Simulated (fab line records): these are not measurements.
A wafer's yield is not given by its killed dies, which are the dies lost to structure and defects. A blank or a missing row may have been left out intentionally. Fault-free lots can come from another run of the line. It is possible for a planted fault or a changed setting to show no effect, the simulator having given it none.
Which tool was responsible? ; flow n5-finfet ; Sampling: 10 lots, 30 wafers, 6 of 1938 route steps

== WHAT EACH GAUGE READ, for each wafer ==
N5_SD_EPI_N_INSPECT_26: inspects for defects (darkfield).
lot;measured;on;raw-defect-count
L605;day 3 10:41;defect-inspect-02;291 150 247
L606;day 3 17:23;defect-inspect-01;184 213 130
L609;day 4 10:28;defect-inspect-01;205 139 154
L610;day 4 18:15;defect-inspect-02;261 208 213
L611;day 4 21:43;defect-inspect-01;245 211 266
L614;day 5 21:25;defect-inspect-02;276 318 244
L615;day 6 05:22;defect-inspect-01;273 218 303
L625;day 8 12:16;defect-inspect-01;182 216 216
L626;day 8 17:19;defect-inspect-01;191 139 162
L627;day 9 06:19;defect-inspect-01;159 175 161

N5_SD_ACTIVATION_RS_MEAS_03: measures by four-point-probe.
lot;measured;on;RS_SD_N (ohm/sq);RS_SD_P (ohm/sq)
L605;day 3 15:21;film-metro-01;21.29 21.55 21.68;56.5 57.1 56.4
L606;day 3 22:08;film-metro-02;21.81 21.54 21.63;55.7 56.7 54.9
L609;day 4 15:01;film-metro-02;22.12 22.61 22.37;54.3 55.2 55.4
L610;day 4 23:05;film-metro-02;21.94 21.82 21.84;54.6 55.5 53.7
L611;day 5 02:31;film-metro-01;22.14 21.96 21.45;55.0 54.4 54.8
L614;day 6 02:16;film-metro-01;19.37 19.33 19.49;55.4 55.8 55.8
L615;day 6 09:59;film-metro-02;19.82 19.97 19.86;55.3 54.9 55.3
L625;day 8 17:50;film-metro-01;21.95 22.53 22.48;56.6 56.0 56.3
L626;day 8 23:15;film-metro-02;21.74 22.16 21.98;57.5 57.2 56.1
L627;day 9 10:59;film-metro-01;21.91 22.42 22.26;56.0 56.4 55.8

N5_ILD0_THK_MEAS_13.
lot;measured;on;thk-nm (nm)
L605;day 3 21:53;film-metro-02;16.7 16.9 17.0
L606;day 4 04:41;film-metro-01;17.2 16.8 18.0
L609;day 4 22:14;film-metro-02;15.8 16.1 16.6
L610;day 5 06:02;film-metro-02;17.9 17.8 16.5
L611;day 5 09:20;film-metro-02;17.3 16.9 17.3
L614;day 6 08:50;film-metro-02;19.0 18.2 20.4
L615;day 6 16:49;film-metro-02;18.6 18.0 18.1
L625;day 9 00:31;film-metro-02;17.8 16.9 17.5
L626;day 9 05:46;film-metro-02;18.6 17.3 17.1
L627;day 9 17:31;film-metro-01;16.1 15.3 15.7

N5_BEOL_M4_RC_MEAS_101.
lot;measured;on;DIBL_N (mV/V);DIBL_P (mV/V);IOFF_N (nA/um);IOFF_P (nA/um);ION_N (uA/um);ION_P (uA/um);RS_SD_N (ohm/sq);SS_N (mV/dec);SS_P (mV/dec);VT_N (mV);VT_P (mV)
L605;day 7 20:03;prober-01;34.9 34.5 37.4;35.9 35.7 37.8;0.152 0.133 0.186;0.17 0.18 0.20;682 660 670;454 449 453;27.9 28.2 28.1;71.5 71.4 72.5;73.3 73.7 73.2;250 251 244;-254 -253 -253
L606;day 8 10:22;prober-02;36.0 34.5 38.5;36.0 33.9 39.2;0.160 0.134 0.214;0.20 0.18 0.26;664 657 674;454 450 459;28.3 27.9 27.7;71.5 71.3 72.6;73.9 73.7 74.7;250 252 244;-252 -256 -247
L609;day 9 04:07;prober-01;35.8 35.5 37.0;34.7 34.8 36.7;0.145 0.150 0.172;0.19 0.20 0.23;660 681 667;451 465 460;28.7 29.1 28.8;71.2 71.0 70.9;73.5 73.2 73.8;249 250 248;-251 -249 -248
L610;day 9 12:04;prober-01;37.1 35.5 35.7;38.5 35.8 36.4;0.212 0.180 0.170;0.25 0.21 0.21;682 694 678;468 470 462;28.3 28.0 28.0;72.3 72.4 72.6;73.9 72.8 73.1;246 246 248;-248 -249 -249
L611;day 9 18:33;prober-01;36.1 34.1 37.8;36.2 34.4 38.3;0.176 0.137 0.221;0.26 0.23 0.30;697 680 711;483 475 487;28.5 28.2 27.8;71.6 70.8 72.2;73.3 73.2 74.0;245 249 242;-244 -244 -242
L615;day 10 17:23;prober-01;37.9 37.1 36.5;37.8 38.0 36.3;0.178 0.176 0.156;0.24 0.26 0.22;674 700 690;462 477 468;26.1 26.2 25.7;72.0 71.3 72.0;73.7 73.6 73.3;250 248 249;-250 -247 -247
L625;day 13 07:11;prober-02;34.0 36.4 36.2;34.6 37.1 37.3;0.139 0.179 0.174;0.20 0.24 0.25;679 669 674;465 466 467;28.6 29.3 29.4;71.0 72.0 71.8;72.8 73.6 73.0;250 247 248;-249 -243 -245
L626;day 13 16:08;prober-01;36.3 38.2 37.6;35.9 37.1 37.4;0.147 0.161 0.169;0.21 0.23 0.24;659 665 668;459 457 464;28.5 29.0 28.7;71.3 71.4 72.0;72.9 73.6 73.7;253 250 246;-249 -250 -249
L627;day 13 20:43;prober-01;35.2 35.4 36.6;34.8 35.0 36.5;0.133 0.141 0.165;0.19 0.20 0.21;649 670 663;452 462 447;28.9 29.3 28.9;72.1 71.4 72.4;72.1 72.8 71.9;252 250 249;-252 -251 -251

== WHICH TOOL RAN EACH LOT (tool, then ch and the chambers of the sampled wafers, then the start) ==
lot;N5_SD_EPI_P_DESCUM_14;N5_SD_ACTIVATION_LSA_01
L605;rie-diel-04 ch 1,2,3, day 3 11:10;laser-anneal-02 ch 0, day 3 15:10
L606;rie-diel-04 ch 0,1, day 3 17:52;laser-anneal-01 ch 0, day 3 21:55
L609;rie-diel-01 ch 0,3, day 4 10:49;laser-anneal-02 ch 0, day 4 14:50
L610;rie-diel-01 ch 0,1,3, day 4 18:44;laser-anneal-01 ch 0, day 4 22:54
L611;rie-diel-04 ch 1,2,3, day 4 22:19;laser-anneal-02 ch 0, day 5 02:20
L614;rie-diel-01 ch 1,3, day 5 22:07;laser-anneal-02 ch 0, day 6 02:03
L615;rie-diel-01 ch 1,2,3, day 6 05:51;laser-anneal-02 ch 0, day 6 09:47
L625;rie-diel-04 ch 0,1,2, day 8 12:46;laser-anneal-02 ch 0, day 8 17:37
L626;rie-diel-04 ch 1,3, day 8 18:11;laser-anneal-02 ch 0, day 8 23:04
L627;rie-diel-01 ch 1,2, day 9 06:49;laser-anneal-02 ch 0, day 9 10:47
- N5_SD_EPI_P_DESCUM_14: chemistry O2, time 7.9 s.
- N5_SD_ACTIVATION_LSA_01: time 0.0008 s.

== AS READ BY THE TOOLS THEMSELVES (means over the sampled wafers that have a number; for cases with no such wafer, the mark the record gives instead) ==
N5_SD_EPI_P_DESCUM_14.
lot;tool;drypump-motor-current-A (A);oes-product-au (a.u.);rf-vpp-V (V);showerhead-plenum-p-Torr (Torr);throttle-valve-pct (%)
L605;rie-diel-04;5.7;0.82;242.3;2.03;20.09
L606;rie-diel-04;5.7;0.76;241.2;1.98;20.31
L609;rie-diel-01;5.4;0.76;244.0;2.14;20.25
L610;rie-diel-01;5.5;0.79;243.4;2.10;20.23
L611;rie-diel-04;5.7;0.81;241.6;2.02;20.10
L614;rie-diel-01;5.7;0.84;243.7;2.09;20.08
L615;rie-diel-01;5.5;0.81;243.2;2.08;20.17
L625;rie-diel-04;5.9;0.78;242.5;2.04;20.27
L626;rie-diel-04;5.4;0.71;240.9;1.96;20.25
L627;rie-diel-01;5.6;0.83;242.4;2.03;20.18

N5_SD_ACTIVATION_LSA_01.
lot;tool;wafer_temp_C_max
L605;laser-anneal-02;1087.7
L606;laser-anneal-01;1086.3
L609;laser-anneal-02;1086.2
L610;laser-anneal-01;1085.4
L611;laser-anneal-02;1087.0
L614;laser-anneal-02;1106.2
L615;laser-anneal-02;1106.3
L625;laser-anneal-02;1086.7
L626;laser-anneal-02;1086.5
L627;laser-anneal-02;1086.0

== THE ANSWER, worked out from the rows above alone ==
Rule: the usual values come from the lots themselves. The widest of any qualifying gaps counts: lots, ordered by their means at a reading, are off when they make up no more than a third of the lots, leave a main group of 4 or more, and stand apart from it by 3 or more times the standard deviation of that group's means. Not used: any main group whose means are identical at the precision the tables above print for the reading. Also off: a lot with no number at a reading for which 4 or more lots have one. All remaining lots with rows at the step are treated as sound. Order of review: gauges by route order, followed by the tools' own readings, for which a lot's mean as printed above is used. The first step at which some lot is off is used, and at that step the reading that is off furthest; a lot without a number counts as furthest.
Off: L614, L615, at N5_SD_ACTIVATION_RS_MEAS_03 (RS_SD_N). For the main group the mean is 21.97 ohm/sq and the standard deviation 0.29.
A tool fits if, at a process step before that reading, it ran every lot that is off, and no sound lot after the first of them. The gauges at N5_SD_ACTIVATION_RS_MEAS_03 aren't tried: what is off there is off at N5_SD_ACTIVATION_LSA_01 too, on other tools, and a gauge's error can't cause that. None of those tried fits.

== WHAT HAD BEEN PUT IN BY THE SIMULATOR ==
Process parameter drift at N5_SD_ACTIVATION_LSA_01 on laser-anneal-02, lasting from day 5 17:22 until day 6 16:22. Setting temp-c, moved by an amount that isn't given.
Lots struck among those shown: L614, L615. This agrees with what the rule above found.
